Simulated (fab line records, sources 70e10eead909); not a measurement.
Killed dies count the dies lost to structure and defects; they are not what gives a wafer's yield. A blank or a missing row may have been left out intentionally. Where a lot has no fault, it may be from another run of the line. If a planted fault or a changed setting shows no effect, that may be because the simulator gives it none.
fab line records	flow nandHarc
[record] lots = 12	wafers = 36	lastDay = 34
route steps=1302 shown A_SLIT@933 END@1302
lots that met no fault: taken from a fault-free run of the same line
startH: hours from the record's first day to the start of the lot's first wafer shown	waitH: time in hours since the lot's previous step	" unchanged from the row above	L1.1+2: one row covering several wafers at once	- value missing, or start not given	* or withheld: withheld	< > ~ a bound
route shown NAME@n: a module of which the file shows steps, and the number in the route of the first	usual: the fault-free wafers' mean and standard deviation	same: alike in all rows	chamber/n: place in a boat	sites: readings site by site	_std_site: how widely they spread, as a standard deviation	_edge_site: mean of outer sites minus mean of inner sites	radiusMm: for every site, how far away it sits from the centre of the wafer	mask NAME#n: copy n	behind: the most recent tool/chamber to have shaped the wafer	hold: cause of the lot's hold/its duration in hours/its outcome	device: which transistor (n, p or np) failed to switch	end of line: the same wafers' tests at the end of the route	where a step has no rows: the recipe by itself	killed: count of dies lost to structure and defects at first sort (not the wafer's yield)	map: dies across one wafer; x = killed, . = not, _ = none there
set.NAME: the run value of the setting; set.NAME@STEP: its run value at that earlier step	model.NAME: the simulator's own value behind a step, which no gauge read
one table for each step of the route and one row for each wafer, over a sample of lots
services: when a tool's chamber went out of use (startH, in hours from the record's first day, below 0 if earlier), for how many hours, and the reason
[[steps]]
[step NHARC_A_SLIT_CD_MEAS_09]
[recipe] targetCdNm = 300	landingEnergyEv = 500
[usual] cdNm = 299.8/0.52
lot.wafer	tool	chamber	startH	waitH	cdNm
L743.2	cdSem-02	0	474.41	-	300.1
L743.4	"	0	"	"	299.3
L743.6	"	0	"	"	300.4
L742.1	cdSem-03	0	474.84	-	299.0
L742.2	"	0	"	"	299.6
L742.4	"	0	"	"	300.4
L744.2	cdSem-03	0	486.64	-	299.8
L744.3	"	0	"	"	299.5
L744.6	"	0	"	"	300.9
L746.3	cdSem-02	0	512.62	-	300.6
L746.4	"	0	"	"	300.7
L746.6	"	0	"	"	300.7
L747.1	cdSem-01	0	533.16	-	300.2
L747.5	"	0	"	"	300.7
L747.6	"	0	"	"	299.7
L749.1	cdSem-03	0	541.04	-	298.8
L749.4	"	0	"	"	299.9
L749.6	"	0	"	"	299.6
L750.4	cdSem-03	0	551.42	-	299.5
L750.5	"	0	"	"	299.1
L750.6	"	0	"	"	299.0
L756.1	cdSem-03	0	613.64	-	300.5
L756.2	"	0	"	"	300.1
L756.6	"	0	"	"	300.1
L758.1	cdSem-03	0	631.55	-	299.8
L758.2	"	0	"	"	299.7
L758.6	"	0	"	"	300.6
L757.2	cdSem-02	0	631.83	-	299.4
L757.3	"	0	"	"	299.1
L757.6	"	0	"	"	299.4
L759.2	cdSem-01	0	640.39	-	299.8
L759.3	"	0	"	"	299.6
L759.4	"	0	"	"	299.9
L760.1	cdSem-02	0	682.48	-	299.3
L760.2	"	0	"	"	299.7
L760.5	"	0	"	"	299.3
[step NHARC_A_SLIT_INSPECT_11]
[usual] rawDefectCount = 65/31
lot.wafer	tool	chamber	startH	waitH	rawDefectCount
L743.2	defectInspect-01	-	474.53	0.0	55
L743.4	"	-	"	"	70
L743.6	"	-	"	"	70
L742.1	defectInspect-01	-	474.96	0.0	105
L742.2	"	-	"	"	104
L742.4	"	-	"	"	110
L744.2	defectInspect-01	-	486.76	0.0	57
L744.3	"	-	"	"	66
L744.6	"	-	"	"	52
L746.3	defectInspect-01	-	512.74	0.0	115
L746.4	"	-	"	"	109
L746.6	"	-	"	"	102
L747.1	defectInspect-01	-	533.28	0.0	84
L747.5	"	-	"	"	81
L747.6	"	-	"	"	72
L749.1	defectInspect-01	-	541.17	0.0	81
L749.4	"	-	"	"	86
L749.6	"	-	"	"	74
L750.4	defectInspect-01	-	551.54	0.0	15
L750.5	"	-	"	"	7
L750.6	"	-	"	"	14
L756.1	defectInspect-02	-	613.76	0.0	56
L756.2	"	-	"	"	69
L756.6	"	-	"	"	45
L758.1	defectInspect-01	-	631.67	0.0	63
L758.2	"	-	"	"	65
L758.6	"	-	"	"	67
L757.2	defectInspect-02	-	631.96	0.0	83
L757.3	"	-	"	"	95
L757.6	"	-	"	"	85
L759.2	defectInspect-02	-	640.51	0.0	85
L759.3	"	-	"	"	93
L759.4	"	-	"	"	82
L760.1	defectInspect-02	-	682.60	0.0	77
L760.2	"	-	"	"	65
L760.5	"	-	"	"	70
[step NHARC_A_SLIT_ETCH_15]
[recipe] targetDepthA = 62000	overEtchFrac = 0.3	timeS = 1612	ionEnergyEv = 150	o2FlowSccm = 400	cosFlowSccm = 20	arFlowSccm = 0	rfW = 500	biasW = 300	chemistry = O2/COS
[usual] biasW = 300.0/0.9	chamberPressureMTorr = 20.001/0.019	drypumpMotorCurrentA = 5.6/0.34	oesProductAu = 1.002/0.0096	rfVppV = 314.6/2	showerheadPlenumPTorr = 3.15/0.12	throttleValvePct = 28.330/0.0098
lot.wafer	tool	chamber	startH	waitH	biasW	chamberPressureMTorr	drypumpMotorCurrentA	oesProductAu	rfHoursCounterH	rfVppV	showerheadPlenumPTorr	throttleValvePct
L743.2	rieDiel-01	0	474.76	-	300.4	20.032	5.0	1.014	3.9	316.9	3.20	28.308
L743.4	"	3	"	"	299.8	19.973	5.6	1.017	3.2	315.6	3.09	28.317
L743.6	"	0	"	"	300.4	20.012	5.0	1.006	-	314.6	3.20	28.333
L742.1	rieDiel-08	1	475.20	-	301.9	19.980	5.1	1.007	6.4	311.6	3.03	28.317
L742.4	"	2	"	"	300.2	20.008	5.3	0.983	7.0	316.1	3.22	28.312
L742.2	"	0	"	"	300.7	19.999	5.5	0.994	7.2	312.0	2.93	28.327
L744.2	rieDiel-03	1	487.00	-	299.8	19.991	6.0	1.000	0.9	314.0	3.25	28.336
L744.3	"	2	"	"	300.1	20.032	6.1	0.992	0.8	318.1	3.35	28.336
L744.6	"	2	"	"	300.7	19.973	6.0	0.995	-	317.9	3.35	28.330
L746.3	rieDiel-08	3	512.98	-	299.5	20.016	6.0	1.008	9.2	316.1	3.29	28.315
L746.4	"	1	"	"	299.0	19.989	5.1	1.014	8.0	312.7	3.03	28.324
L746.6	"	0	"	"	301.8	19.975	5.5	1.016	-	310.8	2.92	28.321
L747.1	rieDiel-08	2	533.52	-	-	-	-	-	-	-	-	-
L747.6	"	2	"	"	-	-	-	-	-	-	-	-
L747.5	"	3	"	"	-	-	-	-	-	-	-	-
L749.4	rieDiel-01	3	541.40	-	-	-	-	-	-	-	-	-
L749.1	"	0	"	"	-	-	-	-	-	-	-	-
L749.6	"	0	"	"	-	-	-	-	-	-	-	-
L750.4	rieDiel-01	2	552.11	-	300.0	20.027	5.9	0.992	8.0	315.7	3.26	28.327
L750.6	"	3	"	"	299.7	20.040	5.6	1.009	-	311.6	3.09	28.346
L750.5	"	0	"	"	299.3	20.029	5.0	1.007	-	315.1	3.19	28.322
L756.2	rieDiel-01	0	614.11	-	300.3	19.985	5.0	1.006	1.2	315.8	3.19	28.331
L756.1	"	2	"	"	299.9	20.039	5.9	0.991	1.6	315.6	3.26	28.341
L756.6	"	0	"	"	300.6	19.978	5.0	1.016	-	316.6	3.19	28.316
L758.1	rieDiel-01	1	632.02	-	298.8	20.000	5.3	1.026	3.0	313.2	3.07	28.342
L758.2	"	2	"	"	300.0	19.997	5.8	0.987	3.1	318.3	3.25	28.320
L758.6	"	0	"	"	300.6	19.986	5.0	1.001	-	315.8	3.19	28.335
L757.3	rieDiel-08	3	632.30	-	299.9	19.978	6.0	0.998	4.5	316.9	3.29	28.329
L757.2	"	0	"	"	301.6	19.996	5.5	1.010	4.0	309.7	2.92	28.325
L757.6	"	3	"	"	300.2	20.023	6.0	1.000	-	315.9	3.29	28.324
L759.3	rieDiel-01	3	640.75	-	301.7	19.996	5.6	1.011	3.9	314.1	3.08	28.333
L759.4	"	0	"	"	299.9	19.999	5.0	1.013	4.2	314.9	3.19	28.347
L759.2	"	1	"	"	299.3	20.038	5.3	1.012	4.1	313.3	3.07	28.312
L760.2	rieDiel-03	0	682.84	-	297.9	19.995	5.5	1.006	2.5	313.1	3.02	28.334
L760.1	"	1	"	"	300.6	20.008	6.0	0.999	2.3	314.9	3.25	28.343
L760.5	"	0	"	"	300.5	19.983	5.5	1.010	-	312.7	3.02	28.325
[step NHARC_A_SLIT_ETCH_29]
[recipe] targetDepthA = 1000	overetchA = 100	timeS = 55	ionEnergyEv = 100	cf4FlowSccm = 80	o2FlowSccm = 20	arFlowSccm = 0	rfW = 300	biasW = 100	chemistry = CF4/O2
[usual] biasW = 100.0/0.31	cf4FlowSccm = 80.01/0.26	drypumpMotorCurrentA = 5.6/0.35	oesProductAu = 1.002/0.0091	rfVppV = 198.1/1.4	showerheadPlenumPTorr = 1.35/0.056	throttleValvePct = 13.396/0.01
lot.wafer	tool	chamber	startH	waitH	biasW	cf4FlowSccm	drypumpMotorCurrentA	oesProductAu	rfHoursCounterH	rfVppV	showerheadPlenumPTorr	throttleValvePct
L743.4	rieDiel-01	0	481.18	0.1	100.4	80.05	5.0	1.012	5	196.7	1.37	13.388
L743.2	"	3	"	"	100.3	79.89	5.6	1.019	4	197.2	1.32	13.404
L743.6	"	0	"	"	99.9	80.40	5.0	1.008	-	198.8	1.37	13.386
L742.1	rieDiel-08	1	481.89	0.1	99.9	80.11	5.1	1.004	7	197.2	1.29	13.384
L742.2	"	2	"	"	99.5	79.57	5.3	1.003	8	199.6	1.38	13.410
L742.4	"	3	"	"	100.0	79.99	6.0	1.000	8	200.5	1.41	13.389
L744.3	rieDiel-08	1	493.00	0.1	99.9	79.76	5.1	1.009	7	198.7	1.29	13.399
L744.2	"	2	"	"	100.2	80.39	5.3	0.993	8	199.0	1.38	13.389
L744.6	"	1	"	"	100.1	79.79	5.1	1.003	-	197.0	1.29	13.391
L746.4	rieDiel-03	2	518.67	0.1	99.8	80.02	6.0	0.982	2	200.5	1.43	13.391
L746.3	"	3	"	"	100.8	80.44	5.7	0.987	2	196.7	1.32	13.390
L746.6	"	0	"	"	100.3	79.85	5.5	0.992	-	199.4	1.29	13.407
L747.1	rieDiel-08	2	541.22	0.1	99.8	79.95	5.3	0.984	11	199.3	1.38	13.395
L747.6	"	1	"	"	100.0	79.76	5.1	1.004	-	196.9	1.29	13.404
L747.5	"	2	"	"	99.6	79.80	5.3	0.990	-	199.7	1.38	13.414
L749.4	rieDiel-01	1	547.01	0.1	100.5	79.66	5.3	1.015	8	196.8	1.31	13.397
L749.1	"	3	"	"	100.0	80.00	5.6	1.012	7	198.2	1.32	13.393
L749.6	"	2	"	"	100.2	79.82	5.9	0.987	-	198.5	1.39	13.390
L750.4	rieDiel-08	0	560.74	0.1	100.0	80.02	5.5	1.009	1	196.3	1.25	13.403
L750.5	"	2	"	"	99.8	80.17	5.3	1.000	-	199.1	1.38	13.382
L750.6	"	3	"	"	100.4	79.97	6.0	1.004	-	197.5	1.41	13.380
L756.2	rieDiel-08	1	619.61	0.1	100.3	79.84	5.1	1.022	3	198.4	1.29	13.388
L756.1	"	3	"	"	100.5	80.34	6.0	0.987	3	198.0	1.41	13.406
L756.6	"	1	"	"	100.0	79.55	5.0	1.008	-	196.7	1.29	13.393
L757.3	rieDiel-01	1	637.77	0.1	99.6	80.46	5.3	1.014	4	198.8	1.31	13.401
L757.2	"	2	"	"	100.4	80.00	5.9	1.005	4	198.8	1.39	13.403
L757.6	"	1	"	"	99.9	80.39	5.3	1.011	-	197.4	1.31	13.392
L758.2	rieDiel-08	3	641.33	0.1	100.0	79.73	6.0	1.006	5	199.2	1.41	13.423
L758.1	"	0	"	"	100.2	80.07	5.5	1.000	4	196.1	1.25	13.388
L758.6	"	2	"	"	100.7	80.01	5.3	1.002	-	198.5	1.38	13.379
L759.3	rieDiel-03	3	650.24	0.1	100.0	80.03	5.7	0.994	0	197.6	1.32	13.415
L759.4	"	1	"	"	100.3	79.85	6.0	0.992	0	200.0	1.39	13.409
L759.2	"	2	"	"	99.6	80.13	6.0	0.987	0	200.1	1.43	13.404
L760.1	rieDiel-01	0	688.33	0.1	100.1	79.77	5.0	1.005	7	198.6	1.37	13.409
L760.2	"	2	"	"	99.9	80.13	5.9	1.007	6	199.6	1.39	13.401
L760.5	"	3	"	"	100.1	79.88	5.6	1.007	-	195.9	1.32	13.406
[step NHARC_END_SORT_01]
[recipe] tempC = 25
[usual] killedAtArray = 52/17	killedAtOther = 0.9/1.2	killedAtPeriphery = 3.9/2.7	killedDies = 57/16	killedOpen = 3.3/1.9	killedShort = 2.5/1.5
[same] grossDies = 677
lot.wafer	tool	chamber	startH	waitH	killedAtArray	killedAtOther	killedAtPeriphery	killedDies	killedOpen	killedShort
L747.1	prober-01	0	647.09	2.5	675	0	2	677	5	1
L747.5	prober-01	0	650.31	3.7	674	1	2	677	5	5
L747.6	prober-01	0	651.12	4.0	671	1	5	677	3	3
L749.1	prober-02	0	654.81	2.5	668	3	6	677	3	2
L749.4	prober-02	0	657.23	3.4	670	2	5	677	4	1
L749.6	prober-02	0	658.83	4.0	670	2	5	677	3	2
// killed by level:class
L747.1 A_SLIT:areaEtch=626 A_CHANNEL_HOLE_D1:chamberFilmFlake=28 A_STAIRCASE:chamberFilmFlake=6 A_CHANNEL_HOLE_D2:chamberFilmFlake=4 P_STI:chamberFilmFlake=2 A_CHANNEL_FILL_D2:chamberFilmFlake=2 A_CONTACT:chamberFilmFlake=2 A_CHANNEL_HOLE_D1:geometricParticle:open=1
L747.5 A_SLIT:areaEtch=613 A_CHANNEL_HOLE_D1:chamberFilmFlake=35 A_CHANNEL_HOLE_D2:chamberFilmFlake=7 A_CONTACT:chamberFilmFlake=4 A_CHANNEL_FILL_D2:chamberFilmFlake=3 P_M0:geometricParticle:open=2 A_CHANNEL_FILL_D2:geometricParticle:short=2 A_STAIRCASE:chamberFilmFlake=2
L747.6 A_SLIT:areaEtch=613 A_CHANNEL_HOLE_D1:chamberFilmFlake=32 A_CHANNEL_HOLE_D2:chamberFilmFlake=11 A_CONTACT:chamberFilmFlake=5 A_CHANNEL_FILL_D1:chamberFilmFlake=2 A_CHANNEL_FILL_D2:chamberFilmFlake=2 A_STAIRCASE:chamberFilmFlake=2 P_CONTACT:geometricParticle:short=1
L749.1 A_SLIT:areaEtch=611 A_CHANNEL_HOLE_D1:chamberFilmFlake=35 A_CONTACT:chamberFilmFlake=9 A_CHANNEL_HOLE_D2:chamberFilmFlake=7 A_SLIT:chamberFilmFlake=3 THIN_TSV:chamberFilmFlake=3 P_CONTACT:geometricParticle:open=2 P_STI:chamberFilmFlake=2
L749.4 A_SLIT:areaEtch=622 A_CHANNEL_HOLE_D1:chamberFilmFlake=30 A_CHANNEL_HOLE_D2:chamberFilmFlake=7 A_CONTACT:chamberFilmFlake=7 P_STI:chamberFilmFlake=3 THIN_TSV:chamberFilmFlake=2 P_GATE:geometricParticle:open=1 P_CONTACT:geometricParticle:open=1
L749.6 A_SLIT:areaEtch=615 A_CHANNEL_HOLE_D1:chamberFilmFlake=29 A_CHANNEL_HOLE_D2:chamberFilmFlake=12 A_CONTACT:chamberFilmFlake=6 P_STI:chamberFilmFlake=4 A_CHANNEL_FILL_D1:chamberFilmFlake=2 THIN_TSV:chamberFilmFlake=2 A_ONON_D1:geometricParticle:open=1
[[services]]
tool	chamber	startH	hours	kind
rieDiel-01	1	452.82	4.4	repair
rieDiel-03	-	458.30	9.0	pm
rieDiel-01	0	463.31	-	clean
rieDiel-01	1	463.31	-	clean
rieDiel-01	2	463.31	-	clean
rieDiel-01	3	463.31	-	clean
rieDiel-08	0	474.80	-	clean
rieDiel-08	1	474.80	-	clean
rieDiel-08	2	474.80	-	clean
rieDiel-08	3	474.80	-	clean
rieDiel-03	3	479.77	3.1	repair
rieDiel-01	2	483.53	3.5	repair
rieDiel-01	0	487.81	-	clean
rieDiel-01	1	487.81	-	clean
rieDiel-01	2	487.81	-	clean
rieDiel-01	3	487.81	-	clean
rieDiel-08	0	499.30	-	clean
rieDiel-08	1	499.30	-	clean
rieDiel-08	2	499.30	-	clean
rieDiel-08	3	499.30	-	clean
rieDiel-08	3	542.01	2.7	repair
rieDiel-08	-	544.80	9.0	pm
rieDiel-01	-	557.81	9.0	pm
rieDiel-03	-	635.35	9.0	pm
[[key]]
[firstSign] step = NHARC_A_SLIT_ETCH_15	reading = toolRecord	direction = missing
[effect] step = NHARC_END_SORT_01	reading = killedDies	direction = up	sigmas = 38	usual = 57	struck = 677
[moreKillsBornAt] NHARC_A_SLIT_ETCH_15@rieDiel-08 = 1852	NHARC_A_SLIT_ETCH_15@rieDiel-01 = 1848
metAt NHARC_A_SLIT_ETCH_15
struckLots L747,L749
laterRowsLeftOut L747.1,L747.5,L747.6,L749.1,L749.4,L749.6
testerLeftOut L747,L749
notActingAt NHARC_A_SLIT_CD_MEAS_09,NHARC_A_SLIT_INSPECT_11,NHARC_A_SLIT_ETCH_29
onsetBetween 512.98 533.52
[fault] kind = skippedStepWhole	tool = rieDiel-01,rieDiel-08	chamber = -	onsetH = 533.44	steps = NHARC_A_SLIT_ETCH_15	scope = struckLotsOnly
// testerLeftOut: of these lots the tester's yield and bins aren't shown, on N5 and GAA mostly nor the transistor test; their killed dies are dies lost to structure and defects alone, not to doping, threshold or leakage, so they don't give the yield
// laterRowsLeftOut: the simulator's readings of these wafers behind a module that went badly wrong aren't trusted and aren't shown, but for the sort
